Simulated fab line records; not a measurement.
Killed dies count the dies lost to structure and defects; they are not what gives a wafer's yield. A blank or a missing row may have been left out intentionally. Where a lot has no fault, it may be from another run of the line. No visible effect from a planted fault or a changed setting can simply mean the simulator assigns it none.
Which tool is to blame? / flow nand_harc / 14 lots, 42 wafers sampled, at 1 step of a route of 1159

== WHAT THE GAUGES READ, wafer by wafer ==
NHARC_A_M1_OVL_MEAS_10: pitch 240 nm.
lot=L149; measured=day 17 22:05; on=overlay-02; overlay_x_nm (nm)=-1.3 -0.5 -0.7; overlay_y_nm (nm)=-0.8 0.0 -0.5
lot=L150; measured=day 17 22:48; on=overlay-01; overlay_x_nm (nm)=-0.3 -0.9 -0.5; overlay_y_nm (nm)=-0.2 -0.2 -0.6
lot=L151; measured=day 18 00:38; on=overlay-02; overlay_x_nm (nm)=0.2 0.2 -0.5; overlay_y_nm (nm)=-0.3 0.1 0.2
lot=L147; measured=day 18 01:23; on=overlay-01; overlay_x_nm (nm)=1.0 0.0 0.4; overlay_y_nm (nm)=0.3 0.3 0.3
lot=L152; measured=day 18 17:50; on=overlay-01; overlay_x_nm (nm)=-0.2 -1.1 -0.4; overlay_y_nm (nm)=-1.0 -0.6 -1.2
lot=L160; measured=day 21 01:31; on=overlay-02; overlay_x_nm (nm)=1.0 1.3 1.0; overlay_y_nm (nm)=-0.7 -0.8 -0.6
lot=L164; measured=day 21 13:01; on=overlay-02; overlay_x_nm (nm)=-0.5 0.6 -0.1; overlay_y_nm (nm)=1.9 1.6 1.4
lot=L163; measured=day 21 19:25; on=overlay-01; overlay_x_nm (nm)=0.4 1.0 1.2; overlay_y_nm (nm)=-1.0 -0.6 -0.7
lot=L161; measured=day 21 20:11; on=overlay-01; overlay_x_nm (nm)=0.7 0.3 0.3; overlay_y_nm (nm)=1.7 1.9 2.1
lot=L162; measured=day 22 00:32; on=overlay-01; overlay_x_nm (nm)=0.4 0.7 0.4; overlay_y_nm (nm)=-0.2 0.0 0.6
lot=L165; measured=day 22 04:34; on=overlay-02; overlay_x_nm (nm)=-1.6 -1.3 -1.7; overlay_y_nm (nm)=-0.1 0.1 0.0
lot=L166; measured=day 22 06:17; on=overlay-01; overlay_x_nm (nm)=1.0 1.1 0.7; overlay_y_nm (nm)=0.3 -0.2 -0.3
lot=L168; measured=day 23 06:23; on=overlay-02; overlay_x_nm (nm)=-2.3 -2.1 -1.9; overlay_y_nm (nm)=-0.2 0.4 -0.3
lot=L169; measured=day 23 10:08; on=overlay-01; overlay_x_nm (nm)=1.1 0.8 0.7; overlay_y_nm (nm)=0.0 1.0 0.8

== TOOL THAT RAN EACH LOT (tool first, then ch and the chambers of the sampled wafers, then the start) ==
No process step before these readings appears in the record.

== WHAT THE TOOLS THEMSELVES READ (means of the sampled wafers that have a number; where no wafer has one, the mark that the record gives instead) ==
The record holds no such reading with a usual standard deviation.

== THE ANSWER, worked out from the rows above alone ==
Rule: usual is defined by the lots themselves. The widest of any qualifying gaps counts: lots, ordered by their means at a reading, are off when they make up no more than a third of the lots, leave a main group of 4 or more, and stand apart from it by 3 or more times the standard deviation of that group's means. The tables above print the reading to a certain number of digits; a main group whose means all agree to those digits is not used. A lot without any number at a reading at which 4 lots or more have one is off too. Any other lot the step has rows for is counted as sound. After the gauges, taken in route order, come the tools' own readings; for these a lot's mean is taken, as printed above. At the first step where some lot is off, the reading lying furthest off is the one used; lots without a number count as furthest.
No lot is off at any reading shown: from this, nothing can be told.

== WHAT THE SIMULATOR PUT IN ==
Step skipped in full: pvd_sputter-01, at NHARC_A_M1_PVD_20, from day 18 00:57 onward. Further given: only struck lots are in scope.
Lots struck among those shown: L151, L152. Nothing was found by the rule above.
